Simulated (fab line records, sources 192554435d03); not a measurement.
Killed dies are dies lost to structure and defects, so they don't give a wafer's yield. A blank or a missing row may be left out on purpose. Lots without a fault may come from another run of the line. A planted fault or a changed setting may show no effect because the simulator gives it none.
fab line records | flow n5_finfet
record lots=24 wafers=72 last_day=19
route steps=1938 shown BEOL_M4@1069 BEOL_M5@1127
lots that met no fault: from a run of the same line without faults
start_h: hours from the record's first day to the start of the lot's first wafer shown | wait_h: hours since the lot's step before | " the same as in the row above | L1.1+2: a row that stands for several wafers | - no value, or no start given | * or withheld: withheld | < > ~ a bound
route shown NAME@n: a module of which the file shows steps, and the number in the route of the first | usual: mean/standard deviation of fault-free wafers | same: alike in all rows | chamber/n: place in a boat | sites: the reading at each site | _std_site: their standard deviation | _edge_site: outer sites' mean less inner sites' | radius_mm: how far each site lies from the wafer's centre | mask NAME#n: copy n | behind: the tool/chamber that last shaped the wafer | hold: why the lot was held/for how many hours/how that ended | device: the transistor (n, p or np) that didn't switch | end of line: the same wafers' tests at the end of the route | a step without rows: its recipe alone | killed: dies lost to structure and defects at the first sort, not the wafer's yield | map: a wafer's dies, x killed, . not, _ none there
set.NAME: the setting as run; set.NAME@STEP: as run at that earlier step | model.NAME: the simulator's own value behind a step, which no gauge read
steps of the route over a sample of lots; a table a step, a row a wafer
services: from which hour (start_h, from the record's first day; less than 0 if before it) a tool's chamber was out of use, for how many hours, and why
## steps
# step N5_BEOL_M4_STRIP_36
# recipe chemistry=N2/H2 power_w=450 temp_c=40 pressure_mtorr=20 rf_frequency_hz=6e+07 overash_fraction=0.3 bias_power_w=7 h2_frac=0.5 n2_flow_sccm=200 h2_flow_sccm=200
# usual drypump_motor_current_A=5.7/0.4 oes_product_au=0.81/0.099 rf_vpp_V=59.4/1.3 showerhead_plenum_p_Torr=2.58/0.1 throttle_valve_pct=23.61/0.25
# same overash_fraction=0.3
# columns lot.wafer tool chamber start_h wait_h drypump_motor_current_A oes_product_au rf_hours_counter_h rf_vpp_V showerhead_plenum_p_Torr throttle_valve_pct
L074.1 rie_diel-01 2 158.17 0.0 5.6 0.90 36 60.8 2.59 23.53
L074.2 " 1 " " 6.1 0.90 31 61.3 2.59 23.36
L074.3 " 3 " " 5.7 0.98 2 60.4 2.72 23.97
L075.1 rie_diel-01 1 168.63 0.0 6.1 0.88 35 60.3 2.59 23.42
L075.2 " 2 " " 5.6 0.88 40 60.3 2.59 23.52
L075.5 " 3 " " 5.7 0.95 - 59.0 2.71 23.96
L076.1 rie_diel-05 0 171.33 0.0 6.1 0.69 234 59.8 2.39 23.55
L076.2 " 1 " " 5.5 0.68 226 59.8 2.49 23.61
L076.5 " 2 " " 6.1 0.74 - 59.3 2.63 23.74
L077.1 rie_diel-01 3 172.55 0.0 5.7 0.94 8 60.0 2.71 23.99
L077.2 " 0 " " 5.2 0.80 99 60.1 2.66 23.53
L077.5 " 3 " " 5.7 0.94 - 58.2 2.71 24.00
L078.1 rie_diel-01 1 185.69 0.0 6.1 0.89 41 60.6 2.59 23.43
L078.3 " 0 " " 5.2 0.81 103 57.6 2.66 23.50
L078.6 " 0 " " 5.2 0.79 - 59.5 2.66 23.52
L079.2 rie_diel-03 2 190.13 0.0 5.2 0.69 256 60.4 2.48 23.73
L079.3 " 1 " " 6.1 0.66 287 59.7 2.50 23.61
L079.6 " 2 " " 5.2 0.69 - 58.9 2.48 23.73
L080.1 rie_diel-01 0 200.80 0.0 5.2 0.79 108 59.0 2.66 23.53
L080.2 " 2 " " 5.6 0.87 51 59.8 2.58 23.55
L080.6 " 1 " " 6.1 0.89 - 60.4 2.58 23.43
L081.2 rie_diel-03 2 204.52 0.0 5.2 0.68 264 59.9 2.48 23.71
L081.5 " 3 " " 5.1 0.71 - 60.6 2.40 23.68
L081.6 " 2 " " 5.2 0.68 - 58.6 2.48 23.74
L082.1 rie_diel-01 2 205.50 0.0 5.5 0.87 53 58.4 2.58 23.55
L082.2 " 1 " " 6.1 0.88 47 60.2 2.58 23.42
L082.5 " 0 " " 5.2 0.79 - 58.6 2.66 23.54
L083.1 rie_diel-01 0 209.14 0.0 5.2 0.79 111 58.9 2.66 23.53
L083.4 " 2 " " 5.6 0.86 54 59.9 2.58 23.54
L083.6 " 0 " " 5.2 0.78 - 59.2 2.66 23.56
L085.2 rie_diel-01 2 215.84 0.0 5.6 0.86 56 59.2 2.58 23.54
L085.4 " 0 " " 5.2 0.78 114 61.0 2.66 23.57
L085.5 " 3 " " 5.7 0.92 - 60.9 2.71 23.99
L084.4 rie_diel-03 3 215.89 0.0 5.1 0.71 - 60.4 2.40 23.70
L084.5 " 1 " " 6.1 0.98 - 59.3 2.50 23.08
L084.6 " 0 " " 6.1 0.70 - 62.0 2.62 23.80
L086.1 rie_diel-03 0 239.39 0.0 6.2 0.68 229 55.9 2.61 23.82
L086.2 " 2 " " 5.2 0.98 4 58.0 2.48 23.35
L086.6 " 0 " " 6.3 0.68 - 59.5 2.61 23.85
L089.1 rie_diel-03 1 245.72 0.0 6.1 0.94 16 58.4 2.49 23.11
L089.5 " 3 " " 5.2 0.71 - 58.6 2.40 23.73
L089.6 " 2 " " 5.2 0.96 - 58.0 2.48 23.38
L087.4 rie_diel-01 0 245.83 0.0 5.2 0.78 124 59.5 2.65 23.55
L087.5 " 0 " " 5.1 0.79 - 57.4 2.65 23.55
L087.6 " 3 " " 5.7 0.90 - 59.7 2.70 24.00
L088.1 rie_diel-05 0 260.38 0.0 6.1 0.93 12 62.3 2.70 23.27
L088.3 " 3 " " 6.2 0.70 237 57.2 2.39 23.47
L088.5 " 2 " " 6.1 0.71 - 59.5 2.62 23.80
L091.2 rie_diel-05 0 265.15 0.0 6.1 0.92 14 58.5 2.70 23.25
L091.3 " 2 " " 6.1 0.71 210 60.4 2.62 23.78
L091.4 " 3 " " 6.1 0.70 - 58.3 2.39 23.46
L090.1 rie_diel-05 2 281.61 0.0 6.1 0.71 215 59.7 2.62 23.81
L090.2 " 3 " " 6.1 0.71 244 60.3 2.39 23.48
L090.5 " 3 " " 6.1 0.70 - 58.2 2.39 23.45
L092.1 rie_diel-05 2 290.72 0.0 6.1 0.71 218 57.4 2.61 23.81
L092.2 " 0 " " 6.1 0.90 22 58.3 2.70 23.26
L092.6 " 3 " " 6.1 0.70 - 59.8 2.39 23.46
L093.3 rie_diel-01 1 307.56 0.0 6.1 0.82 81 62.2 2.57 23.48
L093.5 " 0 " " 5.2 0.75 - 59.1 2.64 23.58
L093.6 " 3 " " 5.7 0.86 - 61.1 2.70 24.02
L094.1 rie_diel-03 3 311.97 0.0 5.1 0.68 240 58.7 2.39 23.74
L094.4 " 3 " " 5.1 0.69 - 59.2 2.39 23.74
L094.5 " 3 " " 5.1 0.67 - 59.0 2.39 23.76
L096.2 rie_diel-01 0 312.05 0.0 5.1 0.76 145 58.8 2.64 23.58
L096.5 " 2 " " 5.5 0.82 - 61.3 2.57 23.59
L096.6 " 3 " " 5.6 0.86 - 56.2 2.69 24.03
L097.1 rie_diel-05 0 329.59 0.0 6.1 0.87 39 57.7 2.69 23.30
L097.3 " 2 " " 6.1 0.70 235 58.1 2.61 23.84
L097.6 " 2 " " 6.1 0.69 - 59.1 2.61 23.83
L095.2 rie_diel-01 3 336.55 0.0 5.7 0.84 63 58.6 2.69 24.07
L095.3 " 2 " " 5.6 0.81 97 58.8 2.57 23.61
L095.6 " 2 " " 5.6 0.80 - 59.4 2.57 23.59
# step N5_BEOL_M4_ANNEAL_82
# recipe temp_c=400 time_s=240 ambient=vacuum
# usual heater_power_w=834/73
# columns lot.wafer tool chamber start_h wait_h heater_power_w
L074.1 pvd_sputter-03 - 160.00 0.0 967
L074.2 " - " " 943
L074.3 " - " " 870
L075.1 pvd_sputter-01 - 170.16 0.0 805
L075.2 " - " " 802
L075.5 " - " " 804
L076.1 pvd_sputter-01 - 172.78 0.0 793
L076.2 " - " " 783
L076.5 " - " " 818
L077.1 pvd_sputter-01 - 174.62 0.0 772
L077.2 " - " " 787
L077.5 " - " " 791
L078.1 pvd_sputter-02 - 189.53 0.0 786
L078.3 " - " " 888
L078.6 " - " " 768
L079.2 pvd_sputter-01 - 192.35 0.0 837
L079.3 " - " " 782
L079.6 " - " " 785
L080.1 pvd_sputter-02 - 202.86 0.0 771
L080.2 " - " " 779
L080.6 " - " " 785
L081.2 pvd_sputter-02 - 206.66 0.0 755
L081.5 " - " " 906
L081.6 " - " " 754
L082.1 pvd_sputter-03 - 207.91 0.0 771
L082.2 " - " " 986
L082.5 " - " " 951
L083.1 pvd_sputter-03 - 210.87 0.0 999
L083.4 " - " " 877
L083.6 " - " " 857
L085.2 pvd_sputter-01 - 217.59 0.0 803
L085.4 " - " " 819
L085.5 " - " " 786
L084.4 pvd_sputter-01 - 219.43 0.0 790
L084.5 " - " " 764
L084.6 " - " " 822
L086.1 pvd_sputter-03 - 241.10 0.0 949
L086.2 " - " " 994
L086.6 " - " " 919
L089.1 pvd_sputter-01 - 247.31 0.0 785
L089.5 " - " " 777
L089.6 " - " " 796
L087.4 pvd_sputter-02 - 248.94 0.0 805
L087.5 " - " " 790
L087.6 " - " " 921
L088.1 pvd_sputter-03 - 263.56 0.0 853
L088.3 " - " " 936
L088.5 " - " " 779
L091.2 pvd_sputter-03 - 267.18 0.0 985
L091.3 " - " " 884
L091.4 " - " " 924
L090.1 pvd_sputter-01 - 283.15 0.0 778
L090.2 " - " " 795
L090.5 " - " " 760
L092.1 pvd_sputter-03 - 292.55 0.0 990
L092.2 " - " " 937
L092.6 " - " " 847
L093.3 pvd_sputter-01 - 310.54 0.0 793
L093.5 " - " " 782
L093.6 " - " " 761
L094.1 pvd_sputter-02 - 314.04 0.0 780
L094.4 " - " " 905
L094.5 " - " " 879
L096.2 pvd_sputter-03 - 314.08 0.0 1014
L096.5 " - " " 979
L096.6 " - " " 868
L097.1 pvd_sputter-01 - 331.52 0.0 786
L097.3 " - " " 810
L097.6 " - " " 786
L095.2 pvd_sputter-03 - 339.35 0.0 774
L095.3 " - " " 952
L095.6 " - " " 961
# step N5_BEOL_M4_ANNEAL_89
# recipe temp_c=400 time_s=240 ambient=vacuum
# usual heater_power_w=835/72
# columns lot.wafer tool chamber start_h wait_h heater_power_w
L074.1 pvd_sputter-03 - 160.44 0.0 976
L074.2 " - " " 949
L074.3 " - " " 876
L075.1 pvd_sputter-01 - 170.60 0.0 810
L075.2 " - " " 799
L075.5 " - " " 804
L076.1 pvd_sputter-01 - 173.22 0.0 783
L076.2 " - " " 785
L076.5 " - " " 838
L077.1 pvd_sputter-01 - 175.06 0.0 761
L077.2 " - " " 799
L077.5 " - " " 775
L078.1 pvd_sputter-02 - 189.97 0.0 780
L078.3 " - " " 892
L078.6 " - " " 758
L079.2 pvd_sputter-01 - 192.79 0.0 830
L079.3 " - " " 807
L079.6 " - " " 788
L080.1 pvd_sputter-02 - 203.30 0.0 783
L080.2 " - " " 782
L080.6 " - " " 793
L081.2 pvd_sputter-02 - 207.10 0.0 770
L081.5 " - " " 903
L081.6 " - " " 769
L082.1 pvd_sputter-03 - 208.35 0.0 764
L082.2 " - " " 1000
L082.5 " - " " 945
L083.1 pvd_sputter-03 - 211.31 0.0 1005
L083.4 " - " " 850
L083.6 " - " " 873
L085.2 pvd_sputter-01 - 218.03 0.0 787
L085.4 " - " " 849
L085.5 " - " " 764
L084.4 pvd_sputter-01 - 219.87 0.0 794
L084.5 " - " " 769
L084.6 " - " " 789
L086.1 pvd_sputter-03 - 241.54 0.0 945
L086.2 " - " " 1002
L086.6 " - " " 946
L089.1 pvd_sputter-01 - 247.75 0.0 806
L089.5 " - " " 810
L089.6 " - " " 810
L087.4 pvd_sputter-02 - 249.38 0.0 799
L087.5 " - " " 785
L087.6 " - " " 907
L088.1 pvd_sputter-03 - 264.00 0.0 850
L088.3 " - " " 930
L088.5 " - " " 755
L091.2 pvd_sputter-03 - 267.62 0.0 989
L091.3 " - " " 885
L091.4 " - " " 927
L090.1 pvd_sputter-01 - 283.59 0.0 788
L090.2 " - " " 799
L090.5 " - " " 749
L092.1 pvd_sputter-03 - 292.99 0.0 977
L092.2 " - " " 937
L092.6 " - " " 855
L093.3 pvd_sputter-01 - 310.98 0.0 821
L093.5 " - " " 810
L093.6 " - " " 772
L094.1 pvd_sputter-02 - 314.48 0.0 778
L094.4 " - " " 876
L094.5 " - " " 895
L096.2 pvd_sputter-03 - 314.52 0.0 998
L096.5 " - " " 1003
L096.6 " - " " 879
L097.1 pvd_sputter-01 - 331.96 0.0 796
L097.3 " - " " 830
L097.6 " - " " 789
L095.2 pvd_sputter-03 - 339.79 0.0 783
L095.3 " - " " 930
L095.6 " - " " 925
# step N5_BEOL_M4_ANNEAL_91
# recipe temp_c=400 time_s=240 ambient=vacuum
# usual heater_power_w=832/71
# columns lot.wafer tool chamber start_h wait_h heater_power_w
L074.1 pvd_sputter-03 - 160.66 0.0 977
L074.2 " - " " 962
L074.3 " - " " 846
L075.1 pvd_sputter-01 - 170.82 0.0 793
L075.2 " - " " 800
L075.5 " - " " 797
L076.1 pvd_sputter-01 - 173.44 0.0 800
L076.2 " - " " 798
L076.5 " - " " 820
L077.1 pvd_sputter-01 - 175.28 0.0 758
L077.2 " - " " 804
L077.5 " - " " 762
L078.1 pvd_sputter-02 - 190.19 0.0 814
L078.3 " - " " 899
L078.6 " - " " 761
L079.2 pvd_sputter-01 - 193.01 0.0 837
L079.3 " - " " 780
L079.6 " - " " 779
L080.1 pvd_sputter-02 - 203.52 0.0 769
L080.2 " - " " 803
L080.6 " - " " 790
L081.2 pvd_sputter-02 - 207.32 0.0 768
L081.5 " - " " 917
L081.6 " - " " 772
L082.1 pvd_sputter-03 - 208.57 0.0 750
L082.2 " - " " 975
L082.5 " - " " 939
L083.1 pvd_sputter-03 - 211.53 0.0 989
L083.4 " - " " 856
L083.6 " - " " 873
L085.2 pvd_sputter-01 - 218.25 0.0 805
L085.4 " - " " 841
L085.5 " - " " 763
L084.4 pvd_sputter-01 - 220.09 0.0 801
L084.5 " - " " 763
L084.6 " - " " 799
L086.1 pvd_sputter-03 - 241.76 0.0 928
L086.2 " - " " 970
L086.6 " - " " 941
L089.1 pvd_sputter-01 - 247.97 0.0 793
L089.5 " - " " 801
L089.6 " - " " 791
L087.4 pvd_sputter-02 - 249.60 0.0 792
L087.5 " - " " 763
L087.6 " - " " 903
L088.1 pvd_sputter-03 - 264.22 0.0 866
L088.3 " - " " 944
L088.5 " - " " 777
L091.2 pvd_sputter-03 - 267.84 0.0 964
L091.3 " - " " 871
L091.4 " - " " 930
L090.1 pvd_sputter-01 - 283.81 0.0 814
L090.2 " - " " 804
L090.5 " - " " 788
L092.1 pvd_sputter-03 - 293.21 0.0 1004
L092.2 " - " " 954
L092.6 " - " " 891
L093.3 pvd_sputter-01 - 311.20 0.0 791
L093.5 " - " " 793
L093.6 " - " " 781
L094.1 pvd_sputter-02 - 314.70 0.0 794
L094.4 " - " " 918
L094.5 " - " " 894
L096.2 pvd_sputter-03 - 314.74 0.0 1001
L096.5 " - " " 976
L096.6 " - " " 863
L097.1 pvd_sputter-01 - 332.18 0.0 792
L097.3 " - " " 810
L097.6 " - " " 809
L095.2 pvd_sputter-03 - 340.01 0.0 794
L095.3 " - " " 933
L095.6 " - " " 952
# step N5_BEOL_M4_SPUTTER_96
# recipe material=Cu target_thk_a=45 temp_c=-20 chamber_pressure_pa=0.07 power_w=withheld time_s=8.29
# usual throttle_valve_pct=30.4/1.4
# columns lot.wafer tool chamber start_h wait_h throttle_valve_pct
L074.1 pvd_sputter-03 - 161.24 0.1 27.8
L074.2 " - " " 29.2
L074.3 " - " " 30.3
L075.1 pvd_sputter-01 - 171.40 0.1 32.3
L075.2 " - " " 31.3
L075.5 " - " " 31.0
L076.1 pvd_sputter-01 - 174.02 0.1 30.8
L076.2 " - " " 32.9
L076.5 " - " " 31.4
L077.1 pvd_sputter-01 - 175.86 0.1 31.3
L077.2 " - " " 31.0
L077.5 " - " " 31.1
L078.1 pvd_sputter-02 - 190.77 0.1 30.5
L078.3 " - " " 29.7
L078.6 " - " " 30.1
L079.2 pvd_sputter-01 - 193.59 0.1 31.5
L079.3 " - " " 31.1
L079.6 " - " " 32.6
L080.1 pvd_sputter-02 - 204.10 0.1 30.2
L080.2 " - " " 32.1
L080.6 " - " " 31.9
L081.2 pvd_sputter-02 - 207.90 0.1 29.9
L081.5 " - " " 30.2
L081.6 " - " " 30.0
L082.1 pvd_sputter-03 - 209.15 0.1 28.8
L082.2 " - " " 27.6
L082.5 " - " " 29.0
L083.1 pvd_sputter-03 - 212.11 0.1 27.5
L083.4 " - " " 30.4
L083.6 " - " " 30.3
L085.2 pvd_sputter-01 - 218.83 0.1 32.6
L085.4 " - " " 31.2
L085.5 " - " " 31.0
L084.4 pvd_sputter-01 - 220.67 0.1 32.6
L084.5 " - " " 31.2
L084.6 " - " " 32.4
L086.1 pvd_sputter-03 - 242.34 0.1 29.3
L086.2 " - " " 27.7
L086.6 " - " " 29.3
L089.1 pvd_sputter-01 - 248.55 0.1 30.9
L089.5 " - " " 30.9
L089.6 " - " " 32.1
L087.4 pvd_sputter-02 - 250.18 0.1 31.7
L087.5 " - " " 30.0
L087.6 " - " " 30.1
L088.1 pvd_sputter-03 - 264.80 0.1 30.2
L088.3 " - " " 29.2
L088.5 " - " " 29.2
L091.2 pvd_sputter-03 - 268.42 0.1 27.4
L091.3 " - " " 30.2
L091.4 " - " " 29.2
L090.1 pvd_sputter-01 - 284.39 0.1 32.1
L090.2 " - " " 31.2
L090.5 " - " " 30.9
L092.1 pvd_sputter-03 - 293.79 0.1 27.4
L092.2 " - " " 29.2
L092.6 " - " " 30.4
L093.3 pvd_sputter-01 - 311.78 0.1 31.0
L093.5 " - " " 32.6
L093.6 " - " " 30.8
L094.1 pvd_sputter-02 - 315.28 0.1 31.8
L094.4 " - " " 29.8
L094.5 " - " " 29.9
L096.2 pvd_sputter-03 - 315.32 0.1 27.6
L096.5 " - " " 27.4
L096.6 " - " " 30.3
L097.1 pvd_sputter-01 - 332.76 0.1 31.0
L097.3 " - " " 31.2
L097.6 " - " " 31.0
L095.2 pvd_sputter-03 - 340.59 0.1 28.9
L095.3 " - " " 29.4
L095.6 " - " " 29.1
# step N5_BEOL_M5_OVL_MEAS_12
# recipe points_per_wafer=522
# usual M5_OVL=-0.1/0.78
# same points_per_wafer=522
# columns lot.wafer tool chamber start_h wait_h M5_OVL[nm]
L074.1 overlay-01 0 169.43 0.0 1.1
L074.2 " 0 " " 1.2
L074.3 " 0 " " 0.6
L075.1 overlay-01 0 177.96 0.0 0.1
L075.2 " 0 " " -0.5
L075.5 " 0 " " -1.1
L076.1 overlay-01 0 183.13 0.0 -1.0
L076.2 " 0 " " -2.0
L076.5 " 0 " " -1.5
L077.1 overlay-01 0 183.17 0.0 -0.8
L077.2 " 0 " " 0.8
L077.5 " 0 " " -0.1
L078.1 overlay-02 0 194.99 0.0 -0.1
L078.3 " 0 " " 0.1
L078.6 " 0 " " -0.3
L079.2 overlay-01 0 197.49 0.0 0.3
L079.3 " 0 " " 0.2
L079.6 " 0 " " 0.0
L080.1 overlay-02 0 207.43 0.0 0.7
L080.2 " 0 " " 0.6
L080.6 " 0 " " 0.1
L081.2 overlay-01 0 213.29 0.0 -1.5
L081.5 " 0 " " 0.6
L081.6 " 0 " " -0.1
L082.1 overlay-01 0 213.46 0.0 0.0
L082.2 " 0 " " -0.4
L082.5 " 0 " " -0.9
L083.1 overlay-02 0 216.51 0.0 -0.5
L083.4 " 0 " " -0.4
L083.6 " 0 " " -0.8
L085.2 overlay-01 0 222.58 0.0 -1.5
L085.4 " 0 " " -0.4
L085.5 " 0 " " -0.5
L084.4 overlay-02 0 225.32 0.0 -0.1
L084.5 " 0 " " -0.3
L084.6 " 0 " " 0.6
L086.1 overlay-01 0 245.52 0.0 0.0
L086.2 " 0 " " -0.2
L086.6 " 0 " " -0.2
L089.1 overlay-02 0 251.84 0.0 0.3
L089.5 " 0 " " 1.1
L089.6 " 0 " " 0.7
L087.4 overlay-02 0 255.00 0.0 0.4
L087.5 " 0 " " 0.9
L087.6 " 0 " " 0.6
L088.1 overlay-01 0 269.15 0.0 0.6
L088.3 " 0 " " 0.9
L088.5 " 0 " " 0.7
L091.2 overlay-01 0 272.66 0.0 -0.1
L091.3 " 0 " " -0.6
L091.4 " 0 " " -0.6
L090.1 overlay-01 0 288.56 0.0 -0.5
L090.2 " 0 " " -1.1
L090.5 " 0 " " 0.6
L092.1 overlay-01 0 297.13 0.0 0.9
L092.2 " 0 " " 0.0
L092.6 " 0 " " 0.3
L093.3 overlay-01 0 315.47 0.0 -1.3
L093.5 " 0 " " -1.0
L093.6 " 0 " " -0.8
L094.1 overlay-02 0 319.27 0.0 1.1
L094.4 " 0 " " 0.3
L094.5 " 0 " " 0.1
L096.2 overlay-02 0 319.33 0.0 1.1
L096.5 " 0 " " 1.4
L096.6 " 0 " " 0.7
L097.1 overlay-02 0 336.47 0.0 0.6
L097.3 " 0 " " -0.6
L097.6 " 0 " " -0.2
L095.2 overlay-01 0 345.90 0.0 -1.1
L095.3 " 0 " " -1.1
L095.6 " 0 " " -1.2
## services
# columns tool chamber start_h hours kind
rie_diel-01 3 137.47 - clean
rie_diel-01 3 137.47 - consumable_replace:focus_ring
rie_diel-01 3 137.47 - consumable_replace:showerhead
rie_diel-01 3 137.47 16.5 scheduled_down
rie_diel-01 3 137.47 16.5 vent_cycle
rie_diel-05 0 175.21 1.2 repair
rie_diel-03 1 192.64 - clean
rie_diel-03 1 192.64 - consumable_replace:focus_ring
rie_diel-03 1 192.64 15.9 scheduled_down
rie_diel-03 1 192.64 15.9 vent_cycle
rie_diel-03 2 208.58 - clean
rie_diel-03 2 208.58 - consumable_replace:focus_ring
rie_diel-03 2 208.58 19.2 scheduled_down
rie_diel-03 2 208.58 19.2 vent_cycle
rie_diel-01 - 216.73 1.2 repair
rie_diel-05 0 218.65 - clean
rie_diel-05 1 237.91 6.5 repair
rie_diel-03 0 258.93 7.9 repair
rie_diel-03 1 266.71 8.6 repair
pvd_sputter-02 - 269.38 29.2 repair
rie_diel-03 1 289.50 8.2 repair
rie_diel-05 1 308.63 4.9 repair
rie_diel-03 2 309.62 9.7 repair
rie_diel-05 1 329.31 1.2 repair
## key
fault none
